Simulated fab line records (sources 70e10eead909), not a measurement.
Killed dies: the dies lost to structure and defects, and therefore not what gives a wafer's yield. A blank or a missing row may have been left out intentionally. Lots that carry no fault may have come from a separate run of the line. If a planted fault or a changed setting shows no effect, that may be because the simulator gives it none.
fab line records	flow nand-harc
record lots=14	wafers=42	last-day=23
route steps=1159 shown A_START@389 A_ZERO_WELL@401 A_ONON_D1@427 END@1159
lots untouched by any fault: they come from a run of this same line in which no faults occurred
start-h: start of the lot's first displayed wafer, in hours after the record's first day	wait-h: time in hours since the lot's previous step	" repeats the value in the row above	L1.1+2: a row that stands for several wafers	- no value present, or no start provided	* or withheld: withheld	< > ~ a bound
route shown NAME@n: a module of which the file shows steps, and the number in the route of the first	usual: average and standard deviation across the fault-free wafers	same: alike in all rows	chamber/n: place in a boat	sites: per-site readings	_std_site: the standard deviation of these	_edge_site: inner sites' mean taken away from outer sites' mean	radius-mm: how far each site lies from the wafer's centre	mask NAME#n: copy n	behind: the last tool/chamber to shape the wafer	hold: reason for holding the lot/hours on hold/outcome of the hold	device: the transistor (n, p or np) that didn't switch	end of line: tests run on the same wafers once the route is complete	where a step has no rows: the recipe by itself	killed: count of dies lost to structure and defects at first sort (not the wafer's yield)	map: a wafer's dies, x killed, . not, _ none there
set.NAME: the setting the step ran with; set.NAME@STEP: the setting that earlier step ran with	model.NAME: the simulator's own value behind a step, which no gauge read
route steps across a sampled set of lots; one table per step, one row per wafer
services: when a tool's chamber went out of use (start-h, in hours from the record's first day, below 0 if earlier), for how many hours, and the reason
## steps
# step NHARC_A_START_INSPECT_01
# usual raw-defect-count=3.4/1.8
lot.wafer	tool	chamber	start-h	wait-h	raw-defect-count
L282.1	defect-inspect-01	-	141.88	-	4
L282.4	"	-	"	"	2
L282.6	"	-	"	"	2
L283.1	defect-inspect-02	-	147.36	-	1
L283.2	"	-	"	"	4
L283.4	"	-	"	"	1
L286.2	defect-inspect-02	-	155.72	-	4
L286.4	"	-	"	"	5
L286.5	"	-	"	"	4
L285.3	defect-inspect-01	-	162.06	-	3
L285.5	"	-	"	"	3
L285.6	"	-	"	"	4
L289.2	defect-inspect-02	-	172.51	-	3
L289.3	"	-	"	"	3
L289.5	"	-	"	"	2
L291.2	defect-inspect-01	-	181.58	-	1
L291.4	"	-	"	"	3
L291.6	"	-	"	"	4
L292.2	defect-inspect-02	-	183.09	-	3
L292.4	"	-	"	"	1
L292.6	"	-	"	"	3
L290.1	defect-inspect-01	-	184.18	-	2
L290.4	"	-	"	"	1
L290.5	"	-	"	"	2
L293.4	defect-inspect-02	-	212.14	-	4
L293.5	"	-	"	"	3
L293.6	"	-	"	"	3
L295.1	defect-inspect-01	-	213.02	-	0
L295.2	"	-	"	"	1
L295.4	"	-	"	"	4
L294.2	defect-inspect-01	-	213.81	-	2
L294.4	"	-	"	"	4
L294.6	"	-	"	"	3
L297.1	defect-inspect-01	-	228.74	-	4
L297.4	"	-	"	"	3
L297.5	"	-	"	"	7
L301.2	defect-inspect-02	-	247.89	-	7
L301.3	"	-	"	"	5
L301.5	"	-	"	"	2
L303.2	defect-inspect-02	-	255.72	-	2
L303.5	"	-	"	"	4
L303.6	"	-	"	"	3
# step NHARC_A_ZERO_WELL_CD_MEAS_10
# recipe target-cd-nm=2000	landing-energy-ev=500
# usual cd-nm=1999.5/2.3
# same landing-energy-ev=500
lot.wafer	tool	chamber	start-h	wait-h	cd-nm
L282.1	cd-sem-02	0	142.75	-	1999.1
L282.4	"	0	"	"	1996.4
L282.6	"	0	"	"	1999.3
L283.1	cd-sem-02	0	148.20	-	1999.1
L283.2	"	0	"	"	1994.7
L283.4	"	0	"	"	1994.0
L286.2	cd-sem-01	0	156.43	-	1998.1
L286.4	"	0	"	"	2002.9
L286.5	"	0	"	"	2001.1
L285.3	cd-sem-01	0	162.90	-	2001.1
L285.5	"	0	"	"	2000.1
L285.6	"	0	"	"	2004.2
L289.2	cd-sem-02	0	173.35	-	2000.7
L289.3	"	0	"	"	1999.6
L289.5	"	0	"	"	1996.8
L291.2	cd-sem-01	0	182.42	-	1998.7
L291.4	"	0	"	"	1998.3
L291.6	"	0	"	"	1999.5
L292.2	cd-sem-03	0	183.95	-	1996.9
L292.4	"	0	"	"	1998.2
L292.6	"	0	"	"	2000.4
L290.1	cd-sem-01	0	185.03	-	2001.0
L290.4	"	0	"	"	2001.1
L290.5	"	0	"	"	1996.8
L293.4	cd-sem-01	0	212.92	-	2000.1
L293.5	"	0	"	"	1996.9
L293.6	"	0	"	"	1998.6
L295.1	cd-sem-01	0	213.86	-	1998.5
L295.2	"	0	"	"	1996.4
L295.4	"	0	"	"	1998.3
L294.2	cd-sem-01	0	214.65	-	1997.8
L294.4	"	0	"	"	1997.9
L294.6	"	0	"	"	2001.6
L297.1	cd-sem-01	0	229.58	-	1996.1
L297.4	"	0	"	"	1999.2
L297.5	"	0	"	"	1999.8
L301.2	cd-sem-03	0	248.73	-	2000.2
L301.3	"	0	"	"	1996.5
L301.5	"	0	"	"	1997.0
L303.2	cd-sem-02	0	256.46	-	2000.4
L303.5	"	0	"	"	2003.4
L303.6	"	0	"	"	2003.3
# step NHARC_A_ONON_D1_THK_MEAS_05
# recipe thk-meas-gauge=ellipsometry
# usual thk-nm=1003/9.9
lot.wafer	tool	chamber	start-h	wait-h	thk-nm
L282.1	film-metro-02	-	166.45	-	1004
L282.4	"	-	"	"	1007
L282.6	"	-	"	"	1005
L283.1	film-metro-01	-	171.57	-	979
L283.2	"	-	"	"	979
L283.4	"	-	"	"	981
L286.2	film-metro-01	-	179.05	-	1019
L286.4	"	-	"	"	1016
L286.5	"	-	"	"	1018
L285.3	film-metro-02	-	186.58	-	1019
L285.5	"	-	"	"	1020
L285.6	"	-	"	"	1021
L289.2	film-metro-02	-	194.62	-	1000
L289.3	"	-	"	"	1002
L289.5	"	-	"	"	1001
L292.2	film-metro-02	-	206.20	-	1017
L292.4	"	-	"	"	1015
L292.6	"	-	"	"	1015
L290.1	film-metro-01	-	206.54	-	993
L290.4	"	-	"	"	995
L290.5	"	-	"	"	991
L291.2	film-metro-01	-	206.55	-	993
L291.4	"	-	"	"	994
L291.6	"	-	"	"	993
L293.4	film-metro-01	-	236.05	-	994
L293.5	"	-	"	"	995
L293.6	"	-	"	"	995
L294.2	film-metro-02	-	236.18	-	1013
L294.4	"	-	"	"	1012
L294.6	"	-	"	"	1008
L295.1	film-metro-02	-	236.40	-	1006
L295.2	"	-	"	"	1006
L295.4	"	-	"	"	1006
L297.1	film-metro-01	-	251.79	-	1008
L297.4	"	-	"	"	1010
L297.5	"	-	"	"	1011
L301.2	film-metro-02	-	273.49	-	1004
L301.3	"	-	"	"	1005
L301.5	"	-	"	"	1005
L303.2	film-metro-02	-	279.04	-	1001
L303.5	"	-	"	"	1003
L303.6	"	-	"	"	1003
# step NHARC_A_ONON_D1_DEP_19
# recipe target-thk-a=10000	n2-flow-sccm=2750	n2o-flow-sccm=2000	nh3-flow-sccm=500	sih4-flow-sccm=210	temp-c=400
lot.wafer	tool	chamber	start-h	wait-h
L282.1+4+6	pecvd-onon-04	0	175.27	0.1
L283.1+2+4	pecvd-onon-02	0	180.57	0.1
L286.2+4+5	pecvd-onon-02	0	187.94	0.1
L285.3+5+6	pecvd-onon-02	0	195.71	0.2
L289.2+3+5	pecvd-onon-04	0	203.56	0.1
L290.1+4+5	pecvd-onon-02	0	218.20	0.1
L292.2+4+6	pecvd-onon-03	0	218.27	0.1
L291.2+4+6	pecvd-onon-04	0	218.30	0.1
L294.2+4+6	pecvd-onon-03	0	246.09	0.1
L293.4+5+6	pecvd-onon-02	0	246.34	0.4
L295.1+2+4	pecvd-onon-03	0	246.38	0.1
L297.1+4+5	pecvd-onon-04	0	262.19	0.1
L301.2+3+5	pecvd-onon-04	0	282.43	0.1
L303.2+5+6	pecvd-onon-04	0	287.95	0.1
# step NHARC_A_ONON_D1_THK_MEAS_21
# recipe thk-meas-gauge=ellipsometry
# usual thk-nm=1000/7.6
lot.wafer	tool	chamber	start-h	wait-h	thk-nm
L282.1	film-metro-01	-	175.79	-	991
L282.4	"	-	"	"	992
L282.6	"	-	"	"	991
L283.1	film-metro-01	-	181.09	-	998
L283.2	"	-	"	"	998
L283.4	"	-	"	"	997
L286.2	film-metro-01	-	188.40	-	997
L286.4	"	-	"	"	996
L286.5	"	-	"	"	998
L285.3	film-metro-01	-	196.11	-	997
L285.5	"	-	"	"	997
L285.6	"	-	"	"	999
L289.2	film-metro-01	-	204.01	-	1010
L289.3	"	-	"	"	1011
L289.5	"	-	"	"	1009
L290.1	film-metro-01	-	218.71	-	1009
L290.4	"	-	"	"	1009
L290.5	"	-	"	"	1010
L292.2	film-metro-02	-	218.72	-	1006
L292.4	"	-	"	"	1005
L292.6	"	-	"	"	1006
L291.2	film-metro-01	-	218.75	-	1004
L291.4	"	-	"	"	1005
L291.6	"	-	"	"	1004
L294.2	film-metro-01	-	246.54	-	1005
L294.4	"	-	"	"	1003
L294.6	"	-	"	"	1004
L293.4	film-metro-02	-	246.68	-	1003
L293.5	"	-	"	"	1004
L293.6	"	-	"	"	1005
L295.1	film-metro-02	-	246.90	-	996
L295.2	"	-	"	"	995
L295.4	"	-	"	"	995
L297.1	film-metro-01	-	262.70	-	1004
L297.4	"	-	"	"	1003
L297.5	"	-	"	"	1006
L301.2	film-metro-01	-	282.88	-	985
L301.3	"	-	"	"	543
L301.5	"	-	"	"	987
L303.2	film-metro-01	-	288.40	-	992
L303.5	"	-	"	"	992
L303.6	"	-	"	"	549
# step NHARC_END_SORT_01
# recipe temp-c=25
# usual killed-at-array=29/11	killed-at-other=0.7/1.1	killed-at-periphery=2.9/2.2	killed-dies=33/11	killed-open=3.1/1.8	killed-short=1.9/1.4
# same gross-dies=677
lot.wafer	tool	chamber	start-h	wait-h	killed-at-array	killed-at-other	killed-at-periphery	killed-dies	killed-open	killed-short
L303.2	prober-02	0	556.04	2.8	29	0	2	31	4	0
L303.5	prober-02	0	558.44	3.7	22	0	6	28	4	1
L303.6	prober-02	0	559.24	4.0	676	0	1	677	1	0
L301.2	prober-01	0	556.04	2.8	47	0	0	47	4	1
L301.3	prober-01	0	556.84	3.1	674	0	3	677	3	5
L301.5	prober-01	0	558.44	3.7	47	1	0	48	1	5
# killed by level:class
L303.2 A_CHANNEL_HOLE_D1:chamber-film-flake=10 A_CONTACT:chamber-film-flake=7 A_M1:chamber-film-flake=4 A_WL_FILL:chamber-film-flake=3 P_CONTACT:geometric-particle:open=2 A_STAIRCASE:chamber-film-flake=2 A_CHANNEL_FILL_D1:geometric-particle:open=1 A_SGD_CUT:geometric-particle:open=1
L301.2 A_CHANNEL_HOLE_D1:chamber-film-flake=18 A_SLIT:chamber-film-flake=17 A_CONTACT:chamber-film-flake=4 A_CHANNEL_FILL_D1:chamber-film-flake=2 A_SOURCE_PLATE:geometric-particle:open=1 A_ONON_D1:geometric-particle:open=1 A_CHANNEL_FILL_D1:geometric-particle:open=1 A_WL_FILL:geometric-particle:short=1
L301.3 A_ONON_D1:area-dep=626 A_CHANNEL_HOLE_D1:chamber-film-flake=18 A_SLIT:chamber-film-flake=17 A_CHANNEL_FILL_D1:geometric-particle:short=2 A_M0:geometric-particle:short=2 A_STAIRCASE:chamber-film-flake=2 A_CONTACT:chamber-film-flake=2 P_GATE:geometric-particle:short=1
L303.5 A_CHANNEL_HOLE_D1:chamber-film-flake=7 A_STAIRCASE:chamber-film-flake=4 A_CONTACT:chamber-film-flake=4 P_BONDPAD:chamber-film-flake=3 A_CONTACT:geometric-particle:open=2 P_GATE:chamber-film-flake=2 P_M0:geometric-particle:open=1 A_SGD_CUT:geometric-particle:open=1
L301.5 A_SLIT:chamber-film-flake=17 A_CHANNEL_HOLE_D1:chamber-film-flake=16 A_CONTACT:chamber-film-flake=4 A_CHANNEL_FILL_D1:geometric-particle:short=2 A_CHANNEL_FILL_D1:chamber-film-flake=2 A_STAIRCASE:chamber-film-flake=2 A_CHANNEL_HOLE_D1:geometric-particle:short=1 A_STAIRCASE:geometric-particle:open=1
L303.6 A_ONON_D1:area-dep=658 A_CHANNEL_HOLE_D1:chamber-film-flake=12 A_CONTACT:chamber-film-flake=3 A_SOURCE_PLATE:geometric-particle:open=1 P_M0:chamber-film-flake=1 A_CHANNEL_FILL_D1:chamber-film-flake=1 A_M0:chamber-film-flake=1
## services
tool	chamber	start-h	hours	kind
pecvd-onon-03	-	153.00	13.0	pm
pecvd-onon-03	-	234.90	6.8	repair
pecvd-onon-04	-	237.02	13.0	pm
## key
first-sign step=NHARC_A_ONON_D1_THK_MEAS_21	reading=thk-nm	direction=down	sigmas=60	usual=1000	struck=546
effect step=NHARC_END_SORT_01	reading=killed-dies	direction=up	sigmas=58	usual=33	struck=677
more-kills-born-at NHARC_A_ONON_D1_DEP_19@pecvd-onon-04=1284
met-at NHARC_A_ONON_D1_DEP_19
struck-lots L301,L303
struck-wafers L301.3,L303.6
later-rows-left-out L301.3,L303.6
tester-left-out L301,L303
not-acting-at NHARC_A_START_INSPECT_01,NHARC_A_ZERO_WELL_CD_MEAS_10,NHARC_A_ONON_D1_THK_MEAS_05
onset-between 262.19 282.43
fault kind=process-parameter-drift	tool=pecvd-onon-04	chamber=-	onset-h=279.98	steps=NHARC_A_ONON_D1_DEP_19	channel=target-thk-a	offset=*	shape=step	end-h=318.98	scope=struck-wafers-only	acts-in=*	stated=*
# tester-left-out: of these lots the tester's yield and bins aren't shown, on N5 and GAA mostly nor the transistor test; their killed dies are dies lost to structure and defects alone, not to doping, threshold or leakage, so they don't give the yield
# later-rows-left-out: the simulator's readings of these wafers behind a module that went badly wrong aren't trusted and aren't shown, but for the sort
